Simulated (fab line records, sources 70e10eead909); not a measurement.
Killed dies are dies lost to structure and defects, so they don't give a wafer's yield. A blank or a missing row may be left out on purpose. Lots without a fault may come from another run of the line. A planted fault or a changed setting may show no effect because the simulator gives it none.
Chamber matching | flow nand_harc | NHARC_THIN_TSV_ETCHBACK_48 on rie_diel-12: 4 sister chambers
The step etches the open film in C4F8/Ar, target depth 1028.5 nm, time 405.17 s. 14 wafers are shown with their chamber, then 7 later ones without.

WAFERS WITH THEIR CHAMBER
wafer  | chamber | rf_vpp_V (V) | rf_fwd_power_W (W) | oes_product_au (a.u.)
L308.3 | 2       | 550          | 599.7              | 0.916
L308.4 | 1       | 543          | 601.6              | 0.915
L308.6 | 2       | 551          | 599.9              | 0.914
L311.1 | 2       | 550          | 600.1              | 0.924
L311.4 | 0       | 543          | 597.7              | 0.915
L311.6 | 3       | 548          | 598.4              | 0.914
L315.2 | 1       | 542          | 598.2              | 0.958
L315.3 | 0       | 543          | 600.3              | 0.963
L315.6 | 3       | 548          | 602.0              | 0.982
L323.1 | 3       | 548          | 601.5              | 0.934
L323.3 | 1       | 542          | 605.0              | 0.922
L323.6 | 1       | 544          | 602.7              | 0.935
L328.2 | 0       | 543          | 597.0              | 0.932
L328.3 | 2       | 550          | 600.7              | 0.934

SIGNATURES (means of the wafers above)
reading        | chamber 0 | chamber 1 | chamber 2 | chamber 3 | scatter within a chamber
rf_vpp_V       | 543.00    | 542.75    | 550.25    | 548.00    | 0.592
rf_fwd_power_W | 598.333   | 601.875   | 600.100   | 600.633   | 1.96
oes_product_au | 0.93667   | 0.93250   | 0.92200   | 0.94333   | 0.0222
Rule: a wafer's distance from a chamber is the root of the sum, over the readings, of the square of ((its reading less the chamber's mean) divided by the reading's scatter). The wafer belongs to the nearest chamber; if the next one is less than 2 further off, it can't be placed. The scatter: the root of (the sum of the squares of (reading less its chamber's mean) over the shown wafers, divided by (wafers less chambers)).

WAFERS WITHOUT THEIR CHAMBER
wafer  | rf_vpp_V (V) | rf_fwd_power_W (W) | oes_product_au (a.u.)
L328.6 | 544          | 600.6              | 0.926
L330.1 | 542          | 598.0              | 0.987
L330.2 | 549          | 599.2              | 0.999
L330.3 | 549          | 597.1              | 1.002
L331.1 | 543          | 600.1              | 0.926
L331.5 | 549          | 596.8              | 0.933
L331.6 | 551          | 599.8              | 0.925

WHICH CHAMBER EACH WENT THROUGH
wafer  | from the rows above     | in truth
L328.6 | can't be placed: 0 or 1 | 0
L330.1 | can't be placed: 0 or 1 | 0
L330.2 | can't be placed: 3 or 2 | 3
L330.3 | can't be placed: 3 or 2 | 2
L331.1 | can't be placed: 0 or 1 | 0
L331.5 | can't be placed: 3 or 2 | 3
L331.6 | 2                       | 2
Placed correctly: 1 of 7. Can't be placed from these rows: 6 (the true chamber is among the candidates in 6). Placed wrongly: 0.
